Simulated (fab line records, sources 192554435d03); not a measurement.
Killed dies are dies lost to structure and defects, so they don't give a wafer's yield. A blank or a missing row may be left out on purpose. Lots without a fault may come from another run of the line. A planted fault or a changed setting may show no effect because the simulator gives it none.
fab line records | flow n5_finfet
record lots=5 wafers=13 last_day=16
route steps=1938 shown HKMG_FIN@436 GATE_CUT@465 BEOL_M4@1111 PASSIVATION@1936
lots that met no fault: from a run of the same line without faults
start_h: hours from the record's first day to the start of the lot's first wafer shown | wait_h: hours since the lot's step before | " the same as in the row above | L1.1+2: a row that stands for several wafers | - no value, or no start given | * or withheld: withheld | < > ~ a bound
route shown NAME@n: a module of which the file shows steps, and the number in the route of the first | usual: mean/standard deviation of fault-free wafers | same: alike in all rows | chamber/n: place in a boat | sites: the reading at each site | _std_site: their standard deviation | _edge_site: outer sites' mean less inner sites' | radius_mm: how far each site lies from the wafer's centre | mask NAME#n: copy n | behind: the tool/chamber that last shaped the wafer | hold: why the lot was held/for how many hours/how that ended | device: the transistor (n, p or np) that didn't switch | end of line: the same wafers' tests at the end of the route | a step without rows: its recipe alone | killed: dies lost to structure and defects at the first sort, not the wafer's yield | map: a wafer's dies, x killed, . not, _ none there
set.NAME: the setting as run; set.NAME@STEP: as run at that earlier step | model.NAME: the simulator's own value behind a step, which no gauge read
lots at some steps of the route; a table a step, a row a wafer
services: from which hour (start_h, from the record's first day; less than 0 if before it) a tool's chamber was out of use, for how many hours, and why
## steps
# step N5_HKMG_FIN_STRIP_33
# recipe chemistry=N2/H2 temp_c=40 n2_flow_sccm=200 h2_flow_sccm=200 rf_frequency_hz=6e+07
# step N5_HKMG_FIN_STRIP_34
# recipe chemistry=CF4 resist=SiARC power_w=300 bias_power_w=75 pressure_mtorr=50 cf4_flow_sccm=150 rf_frequency_hz=6e+07
# step N5_HKMG_FIN_ETCH_35
# recipe chemistry=N2/H2 target=SOC target_depth_a=2158 ion_energy_ev=65 bias_w=5 source_w=3000 time_s=243.4 pressure_mtorr=30 n2_flow_sccm=200 h2_flow_sccm=200
# step N5_HKMG_FIN_STRIP_92
# recipe chemistry=N2/H2 material=SOC time_s=20 power_w=500 temp_c=40 pressure_mtorr=50 rf_frequency_hz=6e+07 bias_power_w=8 h2_frac=0.5 n2_flow_sccm=300 h2_flow_sccm=300
# step N5_HKMG_FIN_WET_ETCH_18
# recipe chemistry=SC1 target=TiN mix=1:1:5 temp_c=* time_s=55 target_depth_nm=5.2 dry=ipa_marangoni rinse_time_s=30 rinse_temp_c=23
# step N5_HKMG_FIN_STRIP_19
# recipe chemistry=N2/H2 power_w=2500 temp_c=300 h2_frac=0.65 time_s=360 pressure_mtorr=withheld n2_flow_sccm=1750 h2_flow_sccm=3250
# step N5_HKMG_FIN_ALD_91
# recipe material=TiN target_thk_a=10 temp_c=400 ald_precursor_family=TiCl4 ald_co_reactant=NH3 pulse_time_s=1 purge_time_s=3 co_reactant_purge_time_s=2 co_reactant_pulse_time_s=2 ald_cycles=47 pressure_torr=3
# step N5_HKMG_FIN_COAT_85
# recipe resist=SOC temp_c=250 time_s=60 spin_rpm=1500 resist_thk_nm=300
# step N5_HKMG_FIN_ETCH_86
# recipe chemistry=N2/H2 target=SOC target_depth_a=3932 stop_on=TiN ion_energy_ev=100 bias_w=61 pressure_mtorr=30 source_w=850 n2_flow_sccm=200 h2_flow_sccm=200
# step N5_HKMG_FIN_STRIP_89
# recipe chemistry=N2/H2 material=SOC time_s=20 power_w=500 temp_c=40 pressure_mtorr=50 rf_frequency_hz=6e+07 bias_power_w=8 h2_frac=0.5 n2_flow_sccm=300 h2_flow_sccm=300
# step N5_HKMG_FIN_WET_ETCH_87
# recipe chemistry=SC1 target=TiN mix=1:2:40 temp_c=50 time_s=154.2 target_depth_nm=4.7 dry=ipa_marangoni rinse_time_s=30 rinse_temp_c=23
# step N5_HKMG_FIN_STRIP_88
# recipe chemistry=N2/H2 power_w=2500 temp_c=300 h2_frac=0.65 time_s=360 pressure_mtorr=withheld n2_flow_sccm=1750 h2_flow_sccm=3250
# step N5_HKMG_FIN_NWFM_ALD_20
# recipe material=TiAlC target_thk_a=20 temp_c=300 ald_precursor_family=TiCl4 ald_co_reactant=TEA pulse_time_s=3 purge_time_s=2 co_reactant_purge_time_s=2 co_reactant_pulse_time_s=10 ald_cycles=7 pressure_torr=3
# usual ald_cycles=7/0 heater_power_w=498/47 precursor_pulse_height_rel=0.999/0.021
# columns lot.wafer tool chamber start_h wait_h ald_cycles heater_power_w precursor_pulse_height_rel model.TiAlC_of_HKMG_FIN_NWFM_ALD_20.thk_nm
L710.1 ald_metal-02 2 88.56 0.3 7 479 0.984 2
L710.2 " 1 " " 7 485 0.994 2
L710.5 " 1 " " 7 481 1.003 2
L720.4 ald_metal-02 0 147.06 0.1 9 462 0.992 2.6
L720.6 " 3 " " 9 510 1.021 2.6
L721.2 ald_metal-02 1 152.23 0.3 7 486 0.981 2
L721.3 " 2 " " 7 475 1.010 2
L721.6 " 2 " " 9 474 1.025 2.6
L723.4 ald_metal-02 0 163.51 0.1 9 461 0.984 2.6
L723.5 " 1 " " 7 493 0.979 2
L730.2 ald_metal-03 1 204.62 0.3 7 479 0.979 2
L730.4 " 2 " " 7 620 0.996 2
L730.6 " 2 " " 7 607 1.008 2
# step N5_HKMG_FIN_ALD_71
# recipe material=TiN target_thk_a=10 temp_c=400 ald_precursor_family=TiCl4 ald_co_reactant=NH3 pulse_time_s=1 purge_time_s=3 co_reactant_purge_time_s=2 co_reactant_pulse_time_s=2 ald_cycles=47 pressure_torr=3
# step N5_HKMG_FIN_COAT_66
# recipe resist=SOC temp_c=250 time_s=60 spin_rpm=1500 resist_thk_nm=300
# step N5_HKMG_FIN_ETCH_67
# recipe chemistry=N2/H2 target=SOC target_depth_a=3889 stop_on=TiN ion_energy_ev=100 bias_w=61 pressure_mtorr=30 source_w=850 n2_flow_sccm=200 h2_flow_sccm=200
# step N5_HKMG_FIN_STRIP_90
# recipe chemistry=N2/H2 material=SOC time_s=20 power_w=500 temp_c=40 pressure_mtorr=50 rf_frequency_hz=6e+07 bias_power_w=8 h2_frac=0.5 n2_flow_sccm=300 h2_flow_sccm=300
# step N5_HKMG_FIN_WET_ETCH_73
# recipe chemistry=SC1 mix=1:2:40 temp_c=50 time_s=42.3 target_depth_nm=1.3 dry=ipa_marangoni rinse_time_s=30 rinse_temp_c=23
# step N5_HKMG_FIN_ETCHBACK_68
# recipe chemistry=Cl2/Ar stop_on=HfO2 target_depth_a=5 pressure_mtorr=10 icp_w=600 bias_w=60 Cl2_flow_sccm=40 Ar_flow_sccm=60
# step N5_HKMG_FIN_STRIP_69
# recipe chemistry=N2/H2 power_w=2500 temp_c=300 h2_frac=0.65 time_s=360 pressure_mtorr=withheld n2_flow_sccm=1750 h2_flow_sccm=3250
# step N5_HKMG_FIN_ALD_21
# recipe material=TiN target_thk_a=15 temp_c=400 ald_precursor_family=TiCl4 ald_co_reactant=NH3 pulse_time_s=1 purge_time_s=3 co_reactant_purge_time_s=2 co_reactant_pulse_time_s=2 ald_cycles=68 pressure_torr=3
# step N5_HKMG_FIN_ALD_72
# recipe material=W target_thk_a=20 temp_c=300 pressure_torr=7.5 ald_precursor_family=WF6 ald_co_reactant=B2H6 pulse_time_s=1 purge_time_s=2 co_reactant_purge_time_s=2 co_reactant_pulse_time_s=3 ald_cycles=7
# step N5_HKMG_FIN_W_FILL_22
# recipe material=W target_thk_a=600 temp_c=400 pressure_torr=39.4 time_s=18.2
# step N5_HKMG_FIN_PRECLEAN_83
# recipe chemistry=DIW time_s=57.5 temp_c=23
# step N5_HKMG_FIN_SRD_84
# recipe dry_time_s=32 dry=n2_spin spin_rpm=1500
# step N5_HKMG_FIN_CMP_23
# recipe stop_on=SiNx t_overpolish_s=10 post_cmp_clean=rinse_only down_force_psi=4 platen_rpm=50.289 pad_velocity_m_s=1.0006 target_thk_nm=46.326
# step N5_HKMG_FIN_CMP_94
# recipe stop_on=SiNx post_cmp_clean=w_dilute_nh4oh t_overpolish_s=4.7 down_force_psi=4 platen_rpm=50.289 pad_velocity_m_s=1.0006 target_thk_nm=43.299
# step N5_GATE_CUT_ETCHBACK_00
# recipe chemistry=SF6/Cl2 target=W pressure_mtorr=8 icp_w=900 bias_w=80 SF6_flow_sccm=40 Cl2_flow_sccm=60
# step N5_GATE_CUT_ETCH_56
# recipe chemistry=Cl2/Ar target=TiN target_depth_a=216 pressure_mtorr=10 icp_w=600 bias_w=60 Cl2_flow_sccm=40 Ar_flow_sccm=60
# step N5_GATE_CUT_ETCHBACK_30
# recipe chemistry=Cl2/Ar target=TiN target_depth_a=30 mode=isotropic pressure_mtorr=10 icp_w=600 bias_w=60 Cl2_flow_sccm=40 Ar_flow_sccm=60
# step N5_GATE_CUT_VAPOR_ETCH_60
# recipe chemistry=BCl3/Cl2 target=HfO2 mode=isotropic
# step N5_GATE_CUT_ETCH_58
# recipe chemistry=CH3F/O2 target=SiNx target_depth_a=170 time_s=128.6 ion_energy_ev=50 pressure_mtorr=30 source_w=415 bias_w=21 Ar_flow_sccm=150 CH3F_flow_sccm=30 O2_flow_sccm=20
# step N5_GATE_CUT_STRIP_59
# recipe chemistry=N2/H2 time_s=20 power_w=100 temp_c=40 pressure_mtorr=100 rf_frequency_hz=6e+07 bias_power_w=3 n2_flow_sccm=300 h2_flow_sccm=300
# step N5_GATE_CUT_PRECLEAN_31
# recipe temp_c=23 chemistry=DIW time_s=300
# step N5_GATE_CUT_SRD_32
# recipe time_s=30 temp_c=23 rinse_liquid=diw dry=ipa_marangoni
# step N5_GATE_CUT_SAC_CAP_01
# recipe material=SiNx target_thk_a=240 temp_c=400 ald_precursor_family=SiH2I2 ald_co_reactant=N2/H2-plasma pulse_time_s=1 ald_cycles=480 purge_time_s=2 co_reactant_purge_time_s=2 pressure_torr=2
# step N5_GATE_CUT_PECVD_57
# recipe material=SiNx target_thk_a=210 temp_c=400 precursor=SiH4/NH3/N2 pressure_torr=1.5 rf_w=300
# step N5_GATE_CUT_CMP_02
# recipe stop_on=SiO2 t_overpolish_s=12.7 post_cmp_clean=alkaline_brush down_force_psi=2.5 platen_rpm=51.8 pad_velocity_m_s=1.0307 target_thk_nm=0
# step N5_GATE_CUT_HM_DEP_46
# recipe material=SiO2 target_thk_a=1300 temp_c=400 precursor=TEOS/O2 pressure_torr=6.5 rf_w=900 teos_flow_sccm=161.4 gas=O2 flow_sccm=2650 time_s=26.6
# step N5_BEOL_M4_RC_MEAS_101
# usual DIBL_N=36.7/2.4 DIBL_P=37.4/2.9 IOFF_N=0.18/0.05 IOFF_N_85C=3.4/0.81 IOFF_N_LIN=0.080/0.018 IOFF_N_LONG=5.5e-05/3.2e-06 IOFF_P=0.23/0.058 ION_N=683/16 ION_P=467/11 SS_N=71.7/0.77 SS_P=73.5/0.87 VT_N=249/4.3 VT_N_LONG=274.9/1.9 VT_N_LVT=97/4.5 VT_P=-250/4.4 VT_P_LONG=-275/3.3
# columns lot.wafer tool chamber start_h wait_h DIBL_N[mV/V] DIBL_P[mV/V] IOFF_N[nA/um] IOFF_N_85C[nA/um] IOFF_N_LIN[nA/um] IOFF_N_LONG[nA/um] IOFF_P[nA/um] ION_N[uA/um] ION_P[uA/um] SS_N[mV/dec] SS_P[mV/dec] VT_N[mV] VT_N_LONG[mV] VT_N_LVT[mV] VT_P[mV] VT_P_LONG[mV]
L710.1 prober-02 0 175.90 0.0 35.7 34.7 0.15 3.0 0.069 5.5e-05 0.18 672 462 71.4 72.3 250 277.7 97 -251 -277
L710.2 " 0 " " 36.2 37.0 0.16 3.1 0.075 5.5e-05 0.21 692 474 71.0 73.2 249 274.7 96 -250 -272
L710.5 " 0 " " 30.8 30.5 0.09 1.9 0.047 5.4e-05 0.13 675 468 69.7 71.3 257 275.0 103 -257 -272
L720.4 prober-01 0 228.19 0.5 41.9 42.7 0.95 14.0 0.397 0.000152 0.25 787 470 72.8 75.6 210 240.7 55 -252 -285
L720.6 " 0 " " 38.9 40.5 0.73 11.3 0.319 0.000152 0.21 776 463 72.2 73.4 209 239.8 59 -258 -286
L721.2 prober-02 0 235.38 0.2 38.4 38.5 0.19 3.6 0.085 5.3e-05 0.26 688 470 71.4 73.9 244 274.4 96 -246 -276
L721.3 " 0 " " 36.6 36.0 0.14 2.9 0.069 5.2e-05 0.21 675 462 71.2 72.9 253 276.0 100 -248 -274
L721.6 " 0 " " 35.2 33.8 0.43 7.0 0.210 0.000138 0.14 750 457 70.9 73.2 219 242.7 66 -259 -286
L723.4 prober-02 0 251.88 0.5 33.9 34.7 0.46 7.5 0.230 0.000155 0.15 770 467 70.7 72.1 214 239.4 61 -255 -281
L723.5 " 0 " " 36.3 36.5 0.15 3.0 0.074 6.1e-05 0.21 682 472 70.6 73.5 245 273.8 96 -246 -270
L730.2 prober-01 0 295.50 0.2 36.4 37.8 0.18 3.4 0.084 5.7e-05 0.19 705 469 71.8 72.7 247 274.4 96 -258 -283
L730.4 " 0 " " 35.4 36.3 0.16 3.1 0.078 5.7e-05 0.17 694 462 71.7 73.0 248 274.5 96 -256 -281
L730.6 " 0 " " 38.5 39.9 0.22 3.9 0.094 5.7e-05 0.22 690 457 72.8 73.3 248 274.0 95 -254 -280
# step N5_PASSIVATION_PROBE_49
# usual defect_limited_yield=91.4/1.6 killed_at_M0_to_M3=31/11 killed_at_M4_up=14/5.7 killed_at_contacts=12/6 killed_at_front_end=41/13 killed_at_other=3.3/2.8 killed_dies=101/19 killed_on_rim=13/3.9 killed_open=67/14 killed_short=33/8.2 sort_bin_4_leakage=0.0/0.37 sort_bin_5_function=5.0/1.1 sort_bin_6_memory=3.3/0.74 sort_bin_8_speed=0.0/0.36 sort_n_pass=1078/20 sort_yield_pct=91.3/1.7
# same gross_dies=1180 killed_at_back_side=0
# columns lot.wafer tool chamber start_h wait_h defect_limited_yield[%] killed_at_M0_to_M3 killed_at_M4_up killed_at_contacts killed_at_front_end killed_at_other killed_dies killed_on_rim killed_open killed_short sort_bin_4_leakage[%] sort_bin_5_function[%] sort_bin_6_memory[%] sort_bin_8_speed[%] sort_n_pass sort_yield_pct[%]
L720.4 prober-02 - 328.60 0.2 90.4 48 18 20 25 2 113 17 80 30 90.4 5.4 3.7 0 0 0
L720.6 prober-02 - 328.70 0.3 91.5 45 15 21 17 2 100 13 65 33 90.2 5.1 3.0 0 16 1.4
L721.2 prober-02 - 334.46 0.1 91.0 39 8 2 57 0 106 13 71 35 0 5.3 3.5 0 1074 91.0
L721.3 prober-02 - 334.51 0.1 90.8 37 14 11 46 1 109 14 76 33 0 5.5 3.5 0 1071 90.8
L721.6 prober-02 - 334.66 0.3 90.5 40 7 4 61 0 112 16 66 44 21.4 5.3 3.9 0 816 69.2
L723.4 prober-02 - 360.41 0.2 90.8 24 27 10 37 10 108 17 67 39 25.7 5.0 3.8 0 769 65.2
L723.5 prober-02 - 360.46 0.2 91.1 35 20 13 32 5 105 16 65 38 0 5.3 3.3 0 1075 91.1
L730.2 prober-01 - 394.67 0.1 91.4 27 19 14 38 3 101 12 71 30 0 4.3 4.0 0 1079 91.4
L730.4 prober-01 - 394.77 0.2 89.7 29 20 24 49 0 122 19 82 39 0 5.8 4.4 0 1058 89.7
L730.6 prober-01 - 394.87 0.3 90.8 21 21 16 51 0 109 12 72 37 0 5.5 3.2 0 1071 90.8
# killed by level:class
L720.4 MOL_CONTACT_COAG:geometric_particle:open=18 BEOL_M1:geometric_particle:open=12 BEOL_M2:geometric_particle:open=9 BEOL_M3:geometric_particle:short=9 FIN_SAQP:geometric_particle:open=5 STI_FIN_REVEAL:geometric_particle:open=5 BEOL_M2:geometric_particle:short=5 BEOL_M7:geometric_particle:open=5
L720.6 MOL_CONTACT_COAG:geometric_particle:open=16 BEOL_M3:geometric_particle:open=10 BEOL_M2:geometric_particle:open=9 BEOL_M0_SAQP:geometric_particle:open=6 MOL_CONTACT_COAG:geometric_particle:short=5 BEOL_M0_SAQP:geometric_particle:short=5 BEOL_M1:geometric_particle:open=5 BEOL_M4:geometric_particle:open=5
L721.2 BEOL_M1:geometric_particle:open=12 GATE_CUT:geometric_particle:open=11 GATE_CUT:geometric_particle:short=10 BEOL_M0_SAQP:geometric_particle:open=8 FIN_SAQP:geometric_particle:short=7 STI_FIN_REVEAL:geometric_particle:open=7 BEOL_M0_SAQP:geometric_particle:short=7 FIN_SAQP:geometric_particle:open=5
L721.3 BEOL_M0_SAQP:geometric_particle:short=11 STI_FIN_REVEAL:geometric_particle:open=9 FIN_SAQP:geometric_particle:short=8 MOL_CONTACT_COAG:geometric_particle:open=8 BEOL_M1:geometric_particle:open=8 FIN_SAQP:geometric_particle:open=7 BEOL_M3:geometric_particle:open=6 DUMMY_GATE:geometric_particle:open=5
L721.6 STI_FIN_REVEAL:geometric_particle:open=15 BEOL_M1:geometric_particle:open=10 GATE_CUT:geometric_particle:short=9 BEOL_M0_SAQP:geometric_particle:open=9 BEOL_M0_SAQP:geometric_particle:short=9 FIN_SAQP:geometric_particle:open=8 FIN_SAQP:geometric_particle:short=6 GATE_CUT:geometric_particle:open=5
L723.4 BEOL_M4:geometric_particle:open=11 MOL_CONTACT_COAG:geometric_particle:open=9 BEOL_M0_SAQP:geometric_particle:short=7 FIN_SAQP:geometric_particle:open=6 SPACER0:geometric_particle:open=5 BEOL_M4:geometric_particle:short=5 DUMMY_GATE:geometric_particle:open=4 BEOL_M2:geometric_particle:short=4
L723.5 BEOL_M0_SAQP:geometric_particle:short=10 MOL_CONTACT_COAG:geometric_particle:open=8 BEOL_M0_SAQP:geometric_particle:open=7 BEOL_M4:geometric_particle:open=6 FIN_SAQP:geometric_particle:open=5 BEOL_M3:geometric_particle:open=5 SPACER0:geometric_particle:short=5 MOL_CONTACT_COAG:geometric_particle:short=5
L730.2 FIN_SAQP:geometric_particle:open=14 MOL_CONTACT_COAG:geometric_particle:open=13 FIN_SAQP:geometric_particle:short=9 BEOL_M0_SAQP:geometric_particle:open=8 BEOL_M4:geometric_particle:open=8 DUMMY_GATE:geometric_particle:open=7 BEOL_M0_SAQP:geometric_particle:short=7 BEOL_M2:geometric_particle:open=4
L730.4 STI_FIN_REVEAL:geometric_particle:open=20 MOL_CONTACT_COAG:geometric_particle:open=20 FIN_SAQP:geometric_particle:short=12 BEOL_M4:geometric_particle:open=6 BEOL_M0_SAQP:geometric_particle:short=6 BEOL_M2:geometric_particle:open=5 MOL_CONTACT_COAG:geometric_particle:short=4 BEOL_M0_SAQP:geometric_particle:open=4
L730.6 MOL_CONTACT_COAG:geometric_particle:open=16 STI_FIN_REVEAL:geometric_particle:open=15 FIN_SAQP:geometric_particle:short=11 BEOL_M4:geometric_particle:open=11 FIN_SAQP:geometric_particle:open=7 STI_FIN_REVEAL:geometric_particle:short=6 BEOL_M0_SAQP:geometric_particle:open=6 BEOL_M4:geometric_particle:short=6
# map L720.4 (x killed, . not)
_________________......x....x________________
______________.........x........_____________
___________x.........x......x...x..__________
__________xx..x.x...xx..x..........._________
________x..........................x.._______
_______..x.....................x.......______
______......................x..........._____
_____.........x.x...x...xx....x..x.......____
____...........x....x....x.x.....xx.......___
___....................x........xx.........__
___............xx....x.....xx..............__
__........................xx.......x..x....._
__x....................................xx..._
_..........x.xx.....x........................
_...x..........x..x.........x......x.........
_..x.......x..............x..................
_..x............x.x.....x....................
_..x.x.......................................
_...x........................................
_........................xx.............x....
_x.x.......x...............xx................
__.........x..x.........x..................._
__x..x.....x................................_
___.........xx..................x..........__
___.........x..............................__
____.....................x.....x....x.x..x___
_____.x...x...x..........x...............____
______....x.x..............x..xxx......._____
_______x......x...........x............______
________.......................x......_______
__________...x...xx..............x.._________
___________........................__________
______________...x..x.....xx...._____________
_________________..x......x..________________
# map L721.6 (x killed, . not)
_________________........x...________________
______________x................._____________
___________x....x..x..............x__________
__________..x....x...........x......_________
________.....................x.....x.._______
_______......x.............x..xx....x..______
______.....x.......x........x..........._____
_____....x............x......x.x...x.....____
____................x......x........x.....___
___....x..........x............x...........__
___......................x.................__
__...........x......x........x...........x.._
__............................x.....x......._
_..x..xx.....................x.x.............
_............x..x............................
_............x.....x.............x.x.........
_............x.....x............x............
_.........x..........x.....x.................
_...x..........x..x.....................x..x.
_x...x.........xx............................
_x..x...........x........x....x..............
__...x...........................x.x.....x.._
__xx....x....xx.........x........x......x..._
___.....x..x.....................x.....x...__
___.x..........x.x......x......x..x.x......__
____.x........................x...........___
_____.......x.......x...........x...x....____
______.x.......x....x......x............_____
_______.........x...x...x..............______
________.x.x.........................._______
__________......x...............x..._________
___________........................__________
______________xxx.....x........._____________
_________________............________________
## services
# columns tool chamber start_h hours kind
ald_metal-03 3 136.57 3.6 repair
## key
first_sign step=N5_HKMG_FIN_NWFM_ALD_20 reading=ald_cycles direction=up sigmas=99+ usual=* struck=*
effect step=N5_BEOL_M4_RC_MEAS_101 reading=IOFF_N_LONG direction=up sigmas=30 usual=5.5e-05 struck=0.000149
effect step=N5_BEOL_M4_RC_MEAS_101 reading=VT_N_LONG direction=down sigmas=18 usual=274.9 struck=240.7
effect step=N5_BEOL_M4_RC_MEAS_101 reading=IOFF_N_LIN direction=up sigmas=12 usual=0.080 struck=0.289
effect step=N5_BEOL_M4_RC_MEAS_101 reading=IOFF_N direction=up sigmas=9.4 usual=0.18 struck=0.64
effect step=N5_BEOL_M4_RC_MEAS_101 reading=VT_N direction=down sigmas=8.4 usual=249 struck=213
effect step=N5_BEOL_M4_RC_MEAS_101 reading=VT_N_LVT direction=down sigmas=8.3 usual=97 struck=60
effect step=N5_BEOL_M4_RC_MEAS_101 reading=IOFF_N_85C direction=up sigmas=8.2 usual=3.4 struck=10.0
effect step=N5_BEOL_M4_RC_MEAS_101 reading=ION_N direction=up sigmas=5.4 usual=683 struck=771
effect step=N5_BEOL_M4_RC_MEAS_101 reading=VT_P_LONG direction=down sigmas=2.8 usual=-275 struck=-285
effect step=N5_PASSIVATION_PROBE_49 reading=sort_bin_4_leakage direction=up sigmas=99+ usual=0.0 struck=56.9
model_effect step=N5_HKMG_FIN_NWFM_ALD_20 value=TiAlC_of_HKMG_FIN_NWFM_ALD_20.thk_nm without=2 struck=2.6
met_at N5_HKMG_FIN_NWFM_ALD_20
struck_wafers L720.4,L720.6,L721.6,L723.4
onset_between 88.56 147.06
fault kind=process_parameter_drift tool=ald_metal-02 chamber=- onset_h=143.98 steps=N5_HKMG_FIN_NWFM_ALD_20 channel=ald_cycles offset=* shape=step end_h=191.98 scope=struck_wafers_only acts_in=* stated=*
